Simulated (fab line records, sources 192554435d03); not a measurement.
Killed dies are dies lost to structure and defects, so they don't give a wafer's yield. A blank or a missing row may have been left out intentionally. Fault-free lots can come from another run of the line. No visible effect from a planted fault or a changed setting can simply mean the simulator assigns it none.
What tool caused it? || flow n5Finfet || Sampling: 10 lots, 30 wafers, 5 of 1938 route steps

WHAT EACH GAUGE READ, for each wafer
N5_BEOL_M14_CD_MEAS_28: target cd 284.4 nm. Usual: cdNm at 284.1 nm, with a standard deviation of 1.8.
{"lot": "L704", "measured": "day 11 00:05", "on": "cdSem-03", "cdNm (nm)": "283.1 283.6 284.2", "flag": ""}
{"lot": "L707", "measured": "day 11 14:50", "on": "cdSem-02", "cdNm (nm)": "284.2 285.0 287.2", "flag": ""}
{"lot": "L708", "measured": "day 11 22:13", "on": "cdSem-02", "cdNm (nm)": "283.5 284.1 284.4", "flag": ""}
{"lot": "L713", "measured": "day 13 19:06", "on": "cdSem-01", "cdNm (nm)": "281.8 285.3 282.7", "flag": ""}
{"lot": "L718", "measured": "day 14 15:10", "on": "cdSem-03", "cdNm (nm)": "283.3 285.7 285.3", "flag": ""}
{"lot": "L719", "measured": "day 14 20:59", "on": "cdSem-03", "cdNm (nm)": "284.1 283.0 282.5", "flag": ""}
{"lot": "L724", "measured": "day 16 00:46", "on": "cdSem-02", "cdNm (nm)": "288.8 285.6 283.7", "flag": ""}
{"lot": "L721", "measured": "day 16 04:36", "on": "cdSem-02", "cdNm (nm)": "283.3 284.5 282.1", "flag": ""}
{"lot": "L722", "measured": "day 16 05:10", "on": "cdSem-03", "cdNm (nm)": "281.4 282.9 282.5", "flag": ""}
{"lot": "L725", "measured": "day 16 20:47", "on": "cdSem-02", "cdNm (nm)": "284.6 283.4 286.2", "flag": ""}

N5_BEOL_M14_OVL_MEAS_29. Usual: M14_OVL typically reads 0 nm, with standard deviation 6.5.
{"lot": "L704", "measured": "day 11 00:07", "on": "overlay-02", "M14_OVL (nm)": "1 2 3", "flag": ""}
{"lot": "L707", "measured": "day 11 14:52", "on": "overlay-01", "M14_OVL (nm)": "5 5 5", "flag": ""}
{"lot": "L708", "measured": "day 11 22:15", "on": "overlay-02", "M14_OVL (nm)": "8 7 5", "flag": ""}
{"lot": "L713", "measured": "day 13 19:08", "on": "overlay-01", "M14_OVL (nm)": "-4 2 -2", "flag": ""}
{"lot": "L718", "measured": "day 14 15:11", "on": "overlay-01", "M14_OVL (nm)": "-10 3 -1", "flag": ""}
{"lot": "L719", "measured": "day 14 21:01", "on": "overlay-01", "M14_OVL (nm)": "-10 -16 -8", "flag": ""}
{"lot": "L724", "measured": "day 16 00:47", "on": "overlay-01", "M14_OVL (nm)": "-6 -8 -5", "flag": ""}
{"lot": "L721", "measured": "day 16 04:38", "on": "overlay-01", "M14_OVL (nm)": "-3 -6 -5", "flag": ""}
{"lot": "L722", "measured": "day 16 05:11", "on": "overlay-01", "M14_OVL (nm)": "0 -3 -2", "flag": ""}
{"lot": "L725", "measured": "day 16 20:49", "on": "overlay-02", "M14_OVL (nm)": "-3 -2 -1", "flag": ""}

N5_BEOL_M14_INSPECT_30: inspects for defects (macro). Usual: rawDefectCount at 2.0, with a standard deviation of 1.3.
{"lot": "L704", "measured": "day 11 00:08", "on": "defectInspect-01", "rawDefectCount": "4 3 1", "flag": ""}
{"lot": "L707", "measured": "day 11 14:54", "on": "defectInspect-01", "rawDefectCount": "2 3 1", "flag": ""}
{"lot": "L708", "measured": "day 11 22:16", "on": "defectInspect-02", "rawDefectCount": "4 1 1", "flag": ""}
{"lot": "L713", "measured": "day 13 19:09", "on": "defectInspect-01", "rawDefectCount": "0 3 1", "flag": ""}
{"lot": "L718", "measured": "day 14 15:13", "on": "defectInspect-02", "rawDefectCount": ">300 >300 >300", "flag": "OFF"}
{"lot": "L719", "measured": "day 14 21:02", "on": "defectInspect-02", "rawDefectCount": ">300 >300 >300", "flag": "OFF"}
{"lot": "L724", "measured": "day 16 00:49", "on": "defectInspect-01", "rawDefectCount": "1 2 2", "flag": ""}
{"lot": "L721", "measured": "day 16 04:39", "on": "defectInspect-02", "rawDefectCount": "1 2 0", "flag": ""}
{"lot": "L722", "measured": "day 16 05:13", "on": "defectInspect-01", "rawDefectCount": "0 3 1", "flag": ""}
{"lot": "L725", "measured": "day 16 20:50", "on": "defectInspect-01", "rawDefectCount": "0 4 2", "flag": ""}

EACH LOT AND THE TOOL THAT RAN IT (in order: tool; ch and the chambers of the sampled wafers; start)
{"lot": "L704", "N5_BEOL_M14_VIA_ETCH_16": "rieDiel-04 ch 0,1,3, day 10 23:24", "N5_BEOL_M14_STRIP_63": "rieDiel-04 ch 0,1,3, day 10 23:00"}
{"lot": "L707", "N5_BEOL_M14_VIA_ETCH_16": "rieDiel-04 ch 0,2, day 11 14:10", "N5_BEOL_M14_STRIP_63": "rieDiel-04 ch 0,2, day 11 14:00"}
{"lot": "L708", "N5_BEOL_M14_VIA_ETCH_16": "rieDiel-01 ch 0,2,3, day 11 21:32", "N5_BEOL_M14_STRIP_63": "rieDiel-01 ch 0,2,3, day 11 21:00"}
{"lot": "L713", "N5_BEOL_M14_VIA_ETCH_16": "rieDiel-01 ch 1,2,3, day 13 18:25", "N5_BEOL_M14_STRIP_63": "rieDiel-01 ch 1,2,3, day 13 18:00"}
{"lot": "L718", "N5_BEOL_M14_VIA_ETCH_16": "rieDiel-04 ch 1,2, day 14 14:22", "N5_BEOL_M14_STRIP_63": "rieDiel-04 ch 1,2, day 14 14:00"}
{"lot": "L719", "N5_BEOL_M14_VIA_ETCH_16": "rieDiel-04 ch 0,2,3, day 14 20:11", "N5_BEOL_M14_STRIP_63": "rieDiel-04 ch 0,2,3, day 14 20:00"}
{"lot": "L724", "N5_BEOL_M14_VIA_ETCH_16": "rieDiel-03 ch 1,2,3, day 15 23:57", "N5_BEOL_M14_STRIP_63": "rieDiel-03 ch 1,2,3, day 16 00:00"}
{"lot": "L721", "N5_BEOL_M14_VIA_ETCH_16": "rieDiel-03 ch 1,2,3, day 16 03:55", "N5_BEOL_M14_STRIP_63": "rieDiel-03 ch 1,2,3, day 16 04:00"}
{"lot": "L722", "N5_BEOL_M14_VIA_ETCH_16": "rieDiel-03 ch 2,3, day 16 04:22", "N5_BEOL_M14_STRIP_63": "rieDiel-03 ch 2,3, day 16 04:00"}
{"lot": "L725", "N5_BEOL_M14_VIA_ETCH_16": "rieDiel-03 ch 0,1,2, day 16 20:06", "N5_BEOL_M14_STRIP_63": "rieDiel-03 ch 0,1,2, day 16 20:00"}
- N5_BEOL_M14_VIA_ETCH_16: etches SiO2 in C4F8/O2/Ar, target depth 1231.3 nm.
- N5_BEOL_M14_STRIP_63: strips in O2.

WHAT THE TOOLS THEMSELVES READ (means of the sampled wafers that have a number; where no wafer has one, the mark that the record gives instead)
N5_BEOL_M14_VIA_ETCH_16. Usual: C4F8_flow_sccm 16.00 sccm, standard deviation 0.048; drypumpMotorCurrentA 5.8 A, standard deviation 0.4; oes_f_703_au 0.80 a.u., standard deviation 0.096; oesProductAu 0.72 a.u., standard deviation 0.086; rfFwdPowerW 1900 W, standard deviation 6; rfVppV 2219 V, standard deviation 35; showerheadPlenumPTorr 3.45 Torr, standard deviation 0.086; throttleValvePct 30.77 %, standard deviation 0.27.
{"lot": "L704", "tool": "rieDiel-04", "C4F8_flow_sccm (sccm)": 15.97, "drypumpMotorCurrentA (A)": 6.0, "oes_f_703_au (a.u.)": 0.75, "oesProductAu (a.u.)": 0.68, "rfFwdPowerW (W)": 1896, "rfVppV (V)": 2229, "showerheadPlenumPTorr (Torr)": 3.48, "throttleValvePct (%)": 31.02, "flag": ""}
{"lot": "L707", "tool": "rieDiel-04", "C4F8_flow_sccm (sccm)": 15.95, "drypumpMotorCurrentA (A)": 6.1, "oes_f_703_au (a.u.)": 0.87, "oesProductAu (a.u.)": 0.79, "rfFwdPowerW (W)": 1899, "rfVppV (V)": 2238, "showerheadPlenumPTorr (Torr)": 3.39, "throttleValvePct (%)": 30.62, "flag": ""}
{"lot": "L708", "tool": "rieDiel-01", "C4F8_flow_sccm (sccm)": 16.01, "drypumpMotorCurrentA (A)": 5.6, "oes_f_703_au (a.u.)": 0.74, "oesProductAu (a.u.)": 0.68, "rfFwdPowerW (W)": 1902, "rfVppV (V)": 2201, "showerheadPlenumPTorr (Torr)": 3.45, "throttleValvePct (%)": 30.88, "flag": ""}
{"lot": "L713", "tool": "rieDiel-01", "C4F8_flow_sccm (sccm)": 16.01, "drypumpMotorCurrentA (A)": 5.4, "oes_f_703_au (a.u.)": 0.82, "oesProductAu (a.u.)": 0.73, "rfFwdPowerW (W)": 1897, "rfVppV (V)": 2216, "showerheadPlenumPTorr (Torr)": 3.48, "throttleValvePct (%)": 30.85, "flag": ""}
{"lot": "L718", "tool": "rieDiel-04", "C4F8_flow_sccm (sccm)": 16.05, "drypumpMotorCurrentA (A)": 6.1, "oes_f_703_au (a.u.)": 0.84, "oesProductAu (a.u.)": 0.77, "rfFwdPowerW (W)": 1905, "rfVppV (V)": 2256, "showerheadPlenumPTorr (Torr)": 3.41, "throttleValvePct (%)": 30.72, "flag": ""}
{"lot": "L719", "tool": "rieDiel-04", "C4F8_flow_sccm (sccm)": 16.01, "drypumpMotorCurrentA (A)": 6.0, "oes_f_703_au (a.u.)": 0.86, "oesProductAu (a.u.)": 0.77, "rfFwdPowerW (W)": 1899, "rfVppV (V)": 2228, "showerheadPlenumPTorr (Torr)": 3.42, "throttleValvePct (%)": 30.72, "flag": ""}
{"lot": "L724", "tool": "rieDiel-03", "C4F8_flow_sccm (sccm)": 16.02, "drypumpMotorCurrentA (A)": 5.5, "oes_f_703_au (a.u.)": 0.76, "oesProductAu (a.u.)": 0.68, "rfFwdPowerW (W)": 1900, "rfVppV (V)": 2199, "showerheadPlenumPTorr (Torr)": 3.43, "throttleValvePct (%)": 30.63, "flag": ""}
{"lot": "L721", "tool": "rieDiel-03", "C4F8_flow_sccm (sccm)": 16.02, "drypumpMotorCurrentA (A)": 5.5, "oes_f_703_au (a.u.)": 0.76, "oesProductAu (a.u.)": 0.68, "rfFwdPowerW (W)": 1898, "rfVppV (V)": 2200, "showerheadPlenumPTorr (Torr)": 3.43, "throttleValvePct (%)": 30.62, "flag": ""}
{"lot": "L722", "tool": "rieDiel-03", "C4F8_flow_sccm (sccm)": 15.99, "drypumpMotorCurrentA (A)": 5.7, "oes_f_703_au (a.u.)": 0.81, "oesProductAu (a.u.)": 0.72, "rfFwdPowerW (W)": 1904, "rfVppV (V)": 2170, "showerheadPlenumPTorr (Torr)": 3.46, "throttleValvePct (%)": 30.67, "flag": ""}
{"lot": "L725", "tool": "rieDiel-03", "C4F8_flow_sccm (sccm)": 15.99, "drypumpMotorCurrentA (A)": 5.3, "oes_f_703_au (a.u.)": 0.72, "oesProductAu (a.u.)": 0.64, "rfFwdPowerW (W)": 1898, "rfVppV (V)": 2213, "showerheadPlenumPTorr (Torr)": 3.45, "throttleValvePct (%)": 30.59, "flag": ""}

N5_BEOL_M14_STRIP_63. Usual: drypumpMotorCurrentA 5.7 A, standard deviation 0.4; o2FlowSccm 225.0 sccm, standard deviation 0.66; oesProductAu 0.79 a.u., standard deviation 0.095; rfVppV 3.7 V, standard deviation 0.93; showerheadPlenumPTorr 2.11 Torr, standard deviation 0.051; tempC 60.00 C, standard deviation 0.12; throttleValvePct 16.63 %, standard deviation 0.25.
{"lot": "L704", "tool": "rieDiel-04", "drypumpMotorCurrentA (A)": 6.0, "o2FlowSccm (sccm)": 224.7, "oesProductAu (a.u.)": 0.75, "rfVppV (V)": 2.8, "showerheadPlenumPTorr (Torr)": 2.13, "tempC (C)": 59.99, "throttleValvePct (%)": 16.87, "flag": ""}
{"lot": "L707", "tool": "rieDiel-04", "drypumpMotorCurrentA (A)": 6.1, "o2FlowSccm (sccm)": 224.9, "oesProductAu (a.u.)": 0.88, "rfVppV (V)": 3.9, "showerheadPlenumPTorr (Torr)": 2.08, "tempC (C)": 59.92, "throttleValvePct (%)": 16.52, "flag": ""}
{"lot": "L708", "tool": "rieDiel-01", "drypumpMotorCurrentA (A)": 5.6, "o2FlowSccm (sccm)": 224.8, "oesProductAu (a.u.)": 0.75, "rfVppV (V)": 3.8, "showerheadPlenumPTorr (Torr)": 2.10, "tempC (C)": 59.90, "throttleValvePct (%)": 16.67, "flag": ""}
{"lot": "L713", "tool": "rieDiel-01", "drypumpMotorCurrentA (A)": 5.4, "o2FlowSccm (sccm)": 225.2, "oesProductAu (a.u.)": 0.80, "rfVppV (V)": 4.1, "showerheadPlenumPTorr (Torr)": 2.12, "tempC (C)": 60.08, "throttleValvePct (%)": 16.57, "flag": ""}
{"lot": "L718", "tool": "rieDiel-04", "drypumpMotorCurrentA (A)": 6.1, "o2FlowSccm (sccm)": 225.4, "oesProductAu (a.u.)": 0.85, "rfVppV (V)": 3.4, "showerheadPlenumPTorr (Torr)": 2.08, "tempC (C)": 59.99, "throttleValvePct (%)": 16.50, "flag": ""}
{"lot": "L719", "tool": "rieDiel-04", "drypumpMotorCurrentA (A)": 6.0, "o2FlowSccm (sccm)": 225.0, "oesProductAu (a.u.)": 0.86, "rfVppV (V)": 3.5, "showerheadPlenumPTorr (Torr)": 2.10, "tempC (C)": 60.01, "throttleValvePct (%)": 16.60, "flag": ""}
{"lot": "L724", "tool": "rieDiel-03", "drypumpMotorCurrentA (A)": 5.5, "o2FlowSccm (sccm)": 224.8, "oesProductAu (a.u.)": 0.75, "rfVppV (V)": 3.8, "showerheadPlenumPTorr (Torr)": 2.09, "tempC (C)": 60.00, "throttleValvePct (%)": 16.56, "flag": ""}
{"lot": "L721", "tool": "rieDiel-03", "drypumpMotorCurrentA (A)": 5.5, "o2FlowSccm (sccm)": 224.7, "oesProductAu (a.u.)": 0.76, "rfVppV (V)": 3.6, "showerheadPlenumPTorr (Torr)": 2.09, "tempC (C)": 60.04, "throttleValvePct (%)": 16.57, "flag": ""}
{"lot": "L722", "tool": "rieDiel-03", "drypumpMotorCurrentA (A)": 5.7, "o2FlowSccm (sccm)": 225.3, "oesProductAu (a.u.)": 0.79, "rfVppV (V)": 4.1, "showerheadPlenumPTorr (Torr)": 2.12, "tempC (C)": 59.92, "throttleValvePct (%)": 16.57, "flag": ""}
{"lot": "L725", "tool": "rieDiel-03", "drypumpMotorCurrentA (A)": 5.3, "o2FlowSccm (sccm)": 224.7, "oesProductAu (a.u.)": 0.71, "rfVppV (V)": 4.2, "showerheadPlenumPTorr (Torr)": 2.10, "tempC (C)": 60.02, "throttleValvePct (%)": 16.62, "flag": ""}

THE ANSWER, worked out from the rows above alone
Rule: a lot counts as off when the mean over its wafers that have a number is more than 3 standard deviations away from the usual mean. A lot without any number at a reading at which 4 lots or more have one is off too. The other lots that the step has rows for count as sound. First the gauges in route order, then the tools' own readings, where a lot's mean is used as printed above. The first step at which some lot is off is used, and at that step the reading that is off furthest; a lot without a number counts as furthest.
Off: L718, L719, at N5_BEOL_M14_INSPECT_30 (rawDefectCount). Without a number there: L718, L719.
A tool fits if, at a process step before that reading, it ran every lot that is off, and no sound lot after the first of them. The gauges at N5_BEOL_M14_INSPECT_30 are tried like those tools. One candidate fits, namely rieDiel-04 at N5_BEOL_M14_VIA_ETCH_16 and N5_BEOL_M14_STRIP_63. At N5_BEOL_M14_VIA_ETCH_16 its last sound lot is L707 (day 11 14:10), its first lot that is off L718 (day 14 14:22): a fault that began between those two fits.

WHAT THE SIMULATOR HAD INSERTED
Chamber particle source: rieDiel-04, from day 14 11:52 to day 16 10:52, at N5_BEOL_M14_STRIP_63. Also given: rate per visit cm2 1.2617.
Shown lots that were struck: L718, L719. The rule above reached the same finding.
